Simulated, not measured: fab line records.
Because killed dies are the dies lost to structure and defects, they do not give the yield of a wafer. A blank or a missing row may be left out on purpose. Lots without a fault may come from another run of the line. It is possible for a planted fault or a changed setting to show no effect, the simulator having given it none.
What tool caused it?	flow nandHarc	72 wafers from 24 lots sampled at 6 of the route's 1302 steps

## WHAT THE GAUGES SHOWED, per wafer
The record lacks any reading of a measuring or inspecting step that a usual standard deviation could be used to judge.

## WHAT TOOL EACH LOT RAN ON (gives the tool, then ch and the chambers of the sampled wafers, and finally the start)
lot	NHARC_A_STAIRCASE_ETCH_232	NHARC_A_STAIRCASE_ETCH_236	NHARC_A_STAIRCASE_STRIP_238	NHARC_A_STAIRCASE_ETCH_253	NHARC_A_STAIRCASE_ETCH_451	NHARC_A_STAIRCASE_ETCH_292
L074	rieDiel-08 ch 0,2, day 15 23:23 or earlier	rieDiel-08 ch 1,2, day 15 23:23 or earlier	plasmaAsher-02 ch 0,1, day 15 23:23	rieDiel-09 ch 1,2,3, day 16 00:56	rieDiel-02 ch 1,2,3, day 16 18:22 or earlier	rieDiel-02 ch 0,1,3, day 16 18:22
L075	rieDiel-02 ch 0,1,2, day 16 23:53 or earlier	rieDiel-02 ch 0,1,3, day 16 23:53 or earlier	plasmaAsher-02 ch 0,1, day 16 23:53	rieDiel-02 ch 0,1,2, day 17 01:28	rieDiel-09 ch 0,2,3, day 17 13:53 or earlier	rieDiel-09 ch 1,2,3, day 17 13:53
L076	rieDiel-02 ch 0,1,2, day 17 08:40 or earlier	rieDiel-02 ch 0,2,3, day 17 08:40 or earlier	plasmaAsher-02 ch 0,1, day 17 08:40	rieDiel-02 ch 1,2,3, day 17 10:13	rieDiel-09 ch 1,2,3, day 17 22:31 or earlier	rieDiel-08 ch 0,1,2, day 17 22:31
L077	rieDiel-08 ch 1,3, day 18 06:50 or earlier	rieDiel-08 ch 1,2,3, day 18 06:50 or earlier	plasmaAsher-01 ch 0,1, day 18 06:50	rieDiel-02 ch 0,2, day 18 08:25	rieDiel-08 ch 1,2, day 18 20:29 or earlier	rieDiel-08 ch 0,1,3, day 18 20:29
L080	rieDiel-09 ch 1,3, day 18 09:35 or earlier	rieDiel-09 ch 0,3, day 18 09:35 or earlier	plasmaAsher-02 ch 0,1, day 18 09:35	rieDiel-02 ch 1,2, day 18 11:15	rieDiel-08 ch 2,3, day 18 22:21 or earlier	rieDiel-02 ch 0,1, day 18 22:21
L078	rieDiel-09 ch 1,2,3, day 18 13:16 or earlier	rieDiel-09 ch 1,2, day 18 13:16 or earlier	plasmaAsher-01 ch 0,1, day 18 13:16	rieDiel-08 ch 0,2,3, day 18 14:58	rieDiel-09 ch 0,1, day 19 05:20 or earlier	rieDiel-02 ch 0,1,3, day 19 05:20
L079	rieDiel-08 ch 1,2, day 18 18:31 or earlier	rieDiel-08 ch 1,2, day 18 18:31 or earlier	plasmaAsher-01 ch 0,1, day 18 18:31	rieDiel-08 ch 2,3, day 18 19:59	rieDiel-09 ch 1,2,3, day 19 08:55 or earlier	rieDiel-08 ch 0,3, day 19 08:55
L081	rieDiel-02 ch 1,3, day 19 08:24 or earlier	rieDiel-02 ch 1,3, day 19 08:24 or earlier	plasmaAsher-01 ch 0,1, day 19 08:24	rieDiel-02 ch 1,2, day 19 09:53	rieDiel-09 ch 0,2,3, day 19 22:36 or earlier	rieDiel-08 ch 0,1, day 19 22:36
L082	rieDiel-09 ch 0,3, day 19 13:40 or earlier	rieDiel-09 ch 1,3, day 19 13:40 or earlier	plasmaAsher-02 ch 0,1, day 19 13:40	rieDiel-09 ch 0,1,3, day 19 15:31	rieDiel-09 ch 0,1, day 20 02:19 or earlier	rieDiel-09 ch 0,3, day 20 02:19
L083	rieDiel-02 ch 0,1,2, day 20 04:04 or earlier	rieDiel-02 ch 0,1,2, day 20 04:04 or earlier	plasmaAsher-02 ch 0,1, day 20 04:04	rieDiel-09 ch 0,1,2, day 20 05:41	rieDiel-09 ch 1,3, day 20 15:45 or earlier	rieDiel-02 ch 0,2,3, day 20 15:45
L085	rieDiel-02 ch 0,2,3, day 20 17:58 or earlier	rieDiel-02 ch 0,3, day 20 17:58 or earlier	plasmaAsher-01 ch 0,1, day 20 17:58	rieDiel-09 ch 0,2,3, day 20 19:24	rieDiel-02 ch 0,3, day 21 05:56 or earlier	rieDiel-08 ch 1,2, day 21 05:56
L084	rieDiel-09 ch 0,1,3, day 20 18:05 or earlier	rieDiel-09 ch 1,2, day 20 18:05 or earlier	plasmaAsher-02 ch 0,1, day 20 18:05	rieDiel-08 ch 1,2,3, day 20 19:41	rieDiel-02 ch 0,1, day 21 06:37 or earlier	rieDiel-09 ch 1,2,3, day 21 06:37
L087	rieDiel-09 ch 0,2,3, day 21 12:24 or earlier	rieDiel-09 ch 0,1,2, day 21 12:24 or earlier	plasmaAsher-02 ch 0,1, day 21 12:24	rieDiel-02 ch 1,2,3, day 21 14:00	rieDiel-02 ch 0,2,3, day 22 07:25 or earlier	rieDiel-08 ch 1,2, day 22 07:25
L086	rieDiel-09 ch 1,2,3, day 21 12:28 or earlier	rieDiel-09 ch 1,2,3, day 21 12:28 or earlier	plasmaAsher-01 ch 0,1, day 21 12:28	rieDiel-09 ch 0,2,3, day 21 14:10	rieDiel-08 ch 0,1,2, day 22 04:46 or earlier	rieDiel-09 ch 0,1,3, day 22 04:46
L089	rieDiel-02 ch 0,3, day 22 14:44 or earlier	rieDiel-02 ch 0,2,3, day 22 14:44 or earlier	plasmaAsher-02 ch 0,1, day 22 14:44	rieDiel-08 ch 1,2,3, day 22 16:07	rieDiel-08 ch 0,1,2, day 23 02:25 or earlier	rieDiel-02 ch 0,3, day 23 02:25
L090	rieDiel-02 ch 0,1,3, day 22 23:04 or earlier	rieDiel-02 ch 0,1,2, day 22 23:04 or earlier	plasmaAsher-02 ch 0,1, day 22 23:04	rieDiel-08 ch 0,1,2, day 23 00:40	rieDiel-09 ch 1,2,3, day 23 10:29 or earlier	rieDiel-09 ch 0,1,2, day 23 10:29
L088	rieDiel-02 ch 0,1, day 23 00:52 or earlier	rieDiel-02 ch 1,3, day 23 00:52 or earlier	plasmaAsher-02 ch 0,1, day 23 00:52	rieDiel-08 ch 0,1,3, day 23 02:28	rieDiel-09 ch 0,1,2, day 23 12:17 or earlier	rieDiel-09 ch 0,2,3, day 23 12:17
L092	rieDiel-02 ch 1,2,3, day 23 11:40 or earlier	rieDiel-02 ch 1,2,3, day 23 11:40 or earlier	plasmaAsher-01 ch 0,1, day 23 11:40	rieDiel-02 ch 1,2,3, day 23 13:10	rieDiel-02 ch 0,1, day 24 04:51 or earlier	rieDiel-08 ch 0,1,3, day 24 04:51
L091	rieDiel-08 ch 1,2,3, day 23 13:10 or earlier	rieDiel-08 ch 1,2,3, day 23 13:10 or earlier	plasmaAsher-02 ch 0,1, day 23 13:10	rieDiel-09 ch 0,3, day 23 14:30	rieDiel-09 ch 0,1,2, day 24 06:11 or earlier	rieDiel-02 ch 0,1,2, day 24 06:11
L093	rieDiel-02 ch 0,1, day 23 23:57 or earlier	rieDiel-02 ch 0,1,3, day 23 23:57 or earlier	plasmaAsher-01 ch 0,1, day 23 23:57	rieDiel-02 ch 0,1,2, day 24 01:34	rieDiel-02 ch 0,1,3, day 24 23:41 or earlier	rieDiel-08 ch 0,2,3, day 24 23:41
L094	rieDiel-09 ch 0,2, day 24 00:04 or earlier	rieDiel-09 ch 0,2,3, day 24 00:04 or earlier	plasmaAsher-02 ch 0,1, day 24 00:04	rieDiel-09 ch 1,2,3, day 24 01:43	rieDiel-08 ch 0,3, day 25 02:47 or earlier	rieDiel-09 ch 0,1, day 25 02:47
L095	rieDiel-02 ch 1,2, day 24 19:32 or earlier	rieDiel-02 ch 0,2,3, day 24 19:32 or earlier	plasmaAsher-02 ch 0,1, day 24 19:32	rieDiel-09 ch 1,2, day 24 21:10	rieDiel-02 ch 1,2,3, day 25 14:40 or earlier	rieDiel-08 ch 2,3, day 25 14:40
L096	rieDiel-08 ch 0,1,3, day 24 22:40 or earlier	rieDiel-08 ch 0,1,2, day 24 22:40 or earlier	plasmaAsher-01 ch 0,1, day 24 22:40	rieDiel-08 ch 0,1, day 25 00:14	rieDiel-08 ch 1,3, day 25 15:40 or earlier	rieDiel-02 ch 1,3, day 25 15:40
L097	rieDiel-09 ch 0,2,3, day 25 23:48 or earlier	rieDiel-09 ch 1,2,3, day 25 23:48 or earlier	plasmaAsher-02 ch 0,1, day 25 23:48	rieDiel-08 ch 0,2,3, day 26 01:16	rieDiel-09 ch 0,1,2, day 26 11:53 or earlier	rieDiel-09 ch 1,2,3, day 26 11:53
- NHARC_A_STAIRCASE_ETCH_232: etches the open film in C4F8/O2, target depth 100 nm, time 40.5 s.
- NHARC_A_STAIRCASE_ETCH_236: etches the open film in C4F8/O2, target depth 100 nm, time 40.5 s.
- NHARC_A_STAIRCASE_STRIP_238: strips in O2.
- NHARC_A_STAIRCASE_ETCH_253: etches the open film in C4F8/O2, target depth 50 nm, time 20.2 s.
- NHARC_A_STAIRCASE_ETCH_451: etches the open film in CF4/O2, target depth 30 nm, overetch 3 nm, time 16.5 s.
- NHARC_A_STAIRCASE_ETCH_292: etches the open film in CF4/CHF3.

## AS READ BY THE TOOLS THEMSELVES (means over the sampled wafers that have a number; for cases with no such wafer, the mark the record gives instead)
NHARC_A_STAIRCASE_ETCH_232.
lot	tool	oesProductAu (a.u.)	rfVppV (V)
L074	rieDiel-08	0.969	889
L075	rieDiel-02	0.941	897
L076	rieDiel-02	0.951	897
L077	rieDiel-08	0.960	894
L080	rieDiel-09	0.948	893
L078	rieDiel-09	0.957	898
L079	rieDiel-08	0.957	895
L081	rieDiel-02	0.971	899
L082	rieDiel-09	0.952	889
L083	rieDiel-02	0.962	897
L085	rieDiel-02	0.946	900
L084	rieDiel-09	0.966	893
L087	rieDiel-09	0.948	893
L086	rieDiel-09	0.945	898
L089	rieDiel-02	0.945	903
L090	rieDiel-02	0.940	901
L088	rieDiel-02	0.967	897
L092	rieDiel-02	0.949	897
L091	rieDiel-08	0.941	892
L093	rieDiel-02	0.945	901
L094	rieDiel-09	0.964	894
L095	rieDiel-02	0.938	892
L096	rieDiel-08	0.941	902
L097	rieDiel-09	0.958	893

NHARC_A_STAIRCASE_ETCH_236.
lot	tool	oesProductAu (a.u.)	rfVppV (V)
L074	rieDiel-08	0.940	894
L075	rieDiel-02	0.939	903
L076	rieDiel-02	0.953	900
L077	rieDiel-08	0.945	892
L080	rieDiel-09	0.957	888
L078	rieDiel-09	0.953	904
L079	rieDiel-08	0.933	895
L081	rieDiel-02	0.954	902
L082	rieDiel-09	0.947	897
L083	rieDiel-02	0.948	897
L085	rieDiel-02	0.945	903
L084	rieDiel-09	0.959	903
L087	rieDiel-09	0.937	899
L086	rieDiel-09	0.947	898
L089	rieDiel-02	0.939	899
L090	rieDiel-02	0.940	896
L088	rieDiel-02	0.951	899
L092	rieDiel-02	0.950	897
L091	rieDiel-08	0.944	892
L093	rieDiel-02	0.941	901
L094	rieDiel-09	0.943	893
L095	rieDiel-02	0.953	900
L096	rieDiel-08	0.944	898
L097	rieDiel-09	0.951	897

NHARC_A_STAIRCASE_STRIP_238.
lot	tool	drypumpMotorCurrentA (A)	heaterPowerW (W)
L074	plasmaAsher-02	6.1	314
L075	plasmaAsher-02	6.1	316
L076	plasmaAsher-02	5.8	299
L077	plasmaAsher-01	6.0	326
L080	plasmaAsher-02	5.8	296
L078	plasmaAsher-01	5.9	319
L079	plasmaAsher-01	6.0	329
L081	plasmaAsher-01	5.9	321
L082	plasmaAsher-02	5.8	293
L083	plasmaAsher-02	5.8	292
L085	plasmaAsher-01	5.9	320
L084	plasmaAsher-02	5.8	293
L087	plasmaAsher-02	6.1	317
L086	plasmaAsher-01	5.9	318
L089	plasmaAsher-02	6.1	315
L090	plasmaAsher-02	6.1	312
L088	plasmaAsher-02	5.9	292
L092	plasmaAsher-01	5.9	332
L091	plasmaAsher-02	5.8	293
L093	plasmaAsher-01	5.9	329
L094	plasmaAsher-02	5.8	293
L095	plasmaAsher-02	5.8	293
L096	plasmaAsher-01	5.9	332
L097	plasmaAsher-02	5.9	290

NHARC_A_STAIRCASE_ETCH_253.
lot	tool	oesProductAu (a.u.)	rfVppV (V)
L074	rieDiel-09	0.970	899
L075	rieDiel-02	0.974	897
L076	rieDiel-02	0.978	897
L077	rieDiel-02	0.968	900
L080	rieDiel-02	0.955	895
L078	rieDiel-08	0.936	889
L079	rieDiel-08	0.943	889
L081	rieDiel-02	0.956	894
L082	rieDiel-09	0.940	893
L083	rieDiel-09	0.923	899
L085	rieDiel-09	0.976	894
L084	rieDiel-08	0.937	892
L087	rieDiel-02	0.980	897
L086	rieDiel-09	0.953	893
L089	rieDiel-08	0.972	891
L090	rieDiel-08	0.928	891
L088	rieDiel-08	0.953	889
L092	rieDiel-02	0.960	897
L091	rieDiel-09	0.963	888
L093	rieDiel-02	0.962	896
L094	rieDiel-09	0.962	897
L095	rieDiel-09	0.948	903
L096	rieDiel-08	0.938	903
L097	rieDiel-08	0.954	901

NHARC_A_STAIRCASE_ETCH_451.
lot	tool	cf4FlowSccm (sccm)	drypumpMotorCurrentA (A)	oes_o_777_au (a.u.)	oesProductAu (a.u.)	rfVppV (V)	showerheadPlenumPTorr (Torr)	throttleValvePct (%)
L074	rieDiel-02	80.02	6.3	1.005	1.014	198.5	1.36	13.400
L075	rieDiel-09	80.07	5.6	1.000	1.002	198.3	1.32	13.404
L076	rieDiel-09	80.14	5.8	1.003	1.009	197.3	1.37	13.401
L077	rieDiel-08	79.87	5.9	0.997	1.015	197.4	1.32	13.401
L080	rieDiel-08	80.11	6.0	1.002	1.007	196.3	1.26	13.400
L078	rieDiel-09	79.90	5.6	1.002	1.002	198.8	1.36	13.395
L079	rieDiel-09	79.91	5.8	1.005	0.998	198.2	1.36	13.404
L081	rieDiel-09	79.82	5.6	0.996	0.999	196.8	1.31	13.391
L082	rieDiel-09	79.88	5.4	1.001	0.987	198.7	1.32	13.402
L083	rieDiel-09	79.75	6.2	1.004	1.001	197.5	1.30	13.404
L085	rieDiel-02	80.31	6.3	0.998	1.003	200.2	1.42	13.401
L084	rieDiel-02	79.97	6.0	1.000	1.013	198.2	1.36	13.395
L087	rieDiel-02	79.95	6.1	1.003	0.999	199.2	1.37	13.407
L086	rieDiel-08	79.90	5.5	0.998	1.004	196.1	1.29	13.397
L089	rieDiel-08	79.87	5.5	1.000	0.993	196.1	1.28	13.394
L090	rieDiel-09	80.07	5.8	1.000	1.014	198.6	1.36	13.396
L088	rieDiel-09	79.77	5.4	0.998	1.008	198.7	1.37	13.396
L092	rieDiel-02	80.07	6.0	1.001	1.013	197.0	1.36	13.396
L091	rieDiel-09	80.09	5.4	1.000	1.003	198.9	1.37	13.394
L093	rieDiel-02	79.99	6.1	1.002	1.003	198.2	1.38	13.405
L094	rieDiel-08	79.79	5.4	0.996	0.989	200.3	1.45	13.405
L095	rieDiel-02	79.99	6.2	1.003	1.014	199.1	1.34	13.401
L096	rieDiel-08	79.90	6.2	0.999	0.999	198.2	1.37	13.394
L097	rieDiel-09	80.05	5.4	1.004	1.004	198.6	1.36	13.393

NHARC_A_STAIRCASE_ETCH_292.
lot	tool	cf4FlowSccm (sccm)	drypumpMotorCurrentA (A)	oesProductAu (a.u.)	rfVppV (V)	showerheadPlenumPTorr (Torr)	throttleValvePct (%)
L074	rieDiel-02	99.87	6.1	0.929	372.7	1.65	16.796
L075	rieDiel-09	100.04	5.8	0.935	371.1	1.61	16.797
L076	rieDiel-08	100.18	5.5	0.928	368.8	1.52	16.807
L077	rieDiel-08	100.00	5.8	0.929	369.0	1.50	16.802
L080	rieDiel-02	100.11	5.8	0.934	373.2	1.64	16.808
L078	rieDiel-02	100.00	6.1	0.934	372.6	1.64	16.810
L079	rieDiel-08	99.98	5.8	0.959	366.1	1.47	16.807
L081	rieDiel-08	100.26	5.7	0.918	369.8	1.54	16.801
L082	rieDiel-09	100.08	6.0	0.924	367.4	1.48	16.813
L083	rieDiel-02	99.86	6.1	0.968	371.7	1.62	16.799
L085	rieDiel-08	99.90	5.7	0.933	369.5	1.54	16.799
L084	rieDiel-09	100.11	5.8	0.922	371.9	1.60	16.799
L087	rieDiel-08	100.23	5.7	0.934	368.7	1.54	16.797
L086	rieDiel-09	100.16	5.8	0.973	369.0	1.54	16.795
L089	rieDiel-02	100.05	6.0	0.916	373.6	1.67	16.802
L090	rieDiel-09	100.14	5.4	0.932	372.2	1.61	16.799
L088	rieDiel-09	100.02	5.6	0.934	369.1	1.54	16.799
L092	rieDiel-08	99.96	5.8	0.948	372.9	1.66	16.805
L091	rieDiel-02	100.09	6.0	0.929	371.0	1.58	16.811
L093	rieDiel-08	100.00	5.5	0.966	372.4	1.64	16.796
L094	rieDiel-09	100.31	5.5	0.918	371.3	1.60	16.794
L095	rieDiel-08	100.09	5.7	0.916	370.6	1.57	16.814
L096	rieDiel-02	100.19	6.4	0.981	372.5	1.63	16.807
L097	rieDiel-09	99.95	5.8	0.923	370.6	1.59	16.795

## THE ANSWER, worked out from the rows above alone
Rule: usual is defined by the lots themselves. The widest of any qualifying gaps counts: lots, ordered by their means at a reading, are off when they make up no more than a third of the lots, leave a main group of 4 or more, and stand apart from it by 3 or more times the standard deviation of that group's means. A main group is skipped when, at the precision printed for the reading in the tables above, its means are all equal. Also off: a lot with no number at a reading for which 4 or more lots have one. Where the step has rows for the other lots, those lots are counted as sound. After the gauges, taken in route order, come the tools' own readings; for these a lot's mean is taken, as printed above. The first step at which some lot is off is used, and at that step the reading that is off furthest; a lot without a number counts as furthest.
Nothing can be told from this: no lot is off at any reading shown.

## WHAT WAS PUT IN BY THE SIMULATOR
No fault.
